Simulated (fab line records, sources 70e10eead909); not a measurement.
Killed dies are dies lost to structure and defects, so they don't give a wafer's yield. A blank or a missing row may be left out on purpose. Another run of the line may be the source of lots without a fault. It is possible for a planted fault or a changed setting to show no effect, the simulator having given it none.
A struck lot beside a sound one | flow nandHarc | 14 steps out of a route of 1159
Sound: these wafers, L583.1, L583.2, L583.5. Struck: wafer L584.4 (left out: L584.5, L584.6 of the same lot, which were not struck); the cause appears at the end.
Per side, at each step with rows, come the tool, then ch with its chambers, and then its first start. Under that, the readings that differ: sound wafers | struck wafers | difference of the means | sigmas: that difference in standard deviations of wafers without a fault.
alike: words and numbers the same on both sides, and readings whose means are apart by under 2 such deviations; not compared: readings that were withheld, readings missing a value for some wafer, numbers with overlapping values and no deviation given by the record, and bounds like >300 which may hide the same value.
A row with sigmas, a row that says differs or no value, or rows on one side alone: a step with any of these is where the two part. When numbers do not overlap yet have no deviation, they are printed without sigmas and do not part them. A reading missing from all wafers of one side parts the sides only when that side holds two or more wafers.

first, 3 steps without rows for these wafers: NHARC_THIN_TSV_EXPOSE_09 (exposes mask TSV); NHARC_THIN_TSV_PEB_10 (peb time 85 s); NHARC_THIN_TSV_DEVELOP_11 (time 70 s).
NHARC_THIN_TSV_CD_MEAS_12: target cd 1000 nm.
  sound on cdSem-01 ch 0, day 20 14:51; struck on cdSem-03 ch 0, day 20 23:00
  alike: cdNm
then, 1 step without rows for these wafers: NHARC_THIN_TSV_HARDBAKE_13 (time 80 s).
NHARC_THIN_TSV_DESCUM_14: chemistry O2, time 3 s.
  sound on rieDiel-10 ch 1,2, day 20 15:01; struck on rieDiel-11 ch 2, day 20 23:11
  alike: drypumpMotorCurrentA, o2FlowSccm, oesProductAu, rfVppV, showerheadPlenumPTorr, throttleValvePct
  not compared: rfHoursCounterH
NHARC_THIN_TSV_ETCH_44: etches the open film in CF4/O2, target depth 1594.2 nm, time 797.1 s.
  sound on rieDiel-10 ch 0,3, day 20 15:05; struck on rieDiel-11 ch 1, day 20 23:29
  alike: drypumpMotorCurrentA, o2FlowSccm, oesProductAu, rfVppV, showerheadPlenumPTorr, throttleValvePct
  not compared: rfHoursCounterH
NHARC_THIN_TSV_ETCH_15: target depth 3000 nm, bosch target overetch cycles 2, bosch etch step 2.8 s.
  sound on rieSi-04 ch 0,1,2, day 20 15:41; struck on rieSi-04 ch 2, day 20 23:58
  alike: drypumpMotorCurrentA
  not compared: rfHoursCounterH
NHARC_THIN_TSV_CD_MEAS_16:
  sound on cdSem-02, day 20 15:49; struck on cdSem-01, day 21 00:07
  alike: cdNm
then, 2 steps without rows for these wafers: NHARC_THIN_TSV_STRIP_45 (strips in O2); NHARC_THIN_TSV_STRIP_46 (strips in post etch residue remover, time 1200 s).
NHARC_THIN_TSV_DEP_47: deposits SiO2, target thk 200 nm.
  sound on pecvd-03 ch 1,2, day 20 16:44; struck on pecvd-02 ch 1, day 21 01:07
  alike: chamberPressureTorr, flowSccm, mfcPrecursorSccm, throttleValvePct
NHARC_THIN_TSV_ETCHBACK_48: etches the open film in C4F8/Ar, target depth 1028.5 nm, time 405.17 s.
  sound on rieDiel-02 ch 0,1,2, day 20 17:07; struck on rieDiel-10 ch 3, day 21 01:27
reading             | sound             | struck | difference | sigmas
oesProductAu (a.u.) | 0.91 0.92 0.92    | 1.00   | +0.08      | +3
runLengthS (s)      | 426.4 426.3 425.6 | 327.9  | -98.2      | -99 or more
  alike: rfVppV
  not compared: rfHoursCounterH
NHARC_THIN_TSV_STRIP_62: strips in N2/H2, time 20 s.
  sound on plasmaAsher-02 ch 0,1, day 20 17:33; struck on plasmaAsher-01 ch 1, day 21 01:51
  alike: drypumpMotorCurrentA, heaterPowerW
  not compared: rfHoursCounterH

WHERE THEY PART
Only at NHARC_THIN_TSV_ETCHBACK_48, as far as this record shows. Later steps at which nothing parts them and some readings are alike: NHARC_THIN_TSV_STRIP_62.

WHY: the cause the simulator had injected
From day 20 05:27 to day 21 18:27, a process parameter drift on rieDiel-10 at NHARC_THIN_TSV_ETCHBACK_48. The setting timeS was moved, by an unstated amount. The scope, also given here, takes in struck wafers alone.
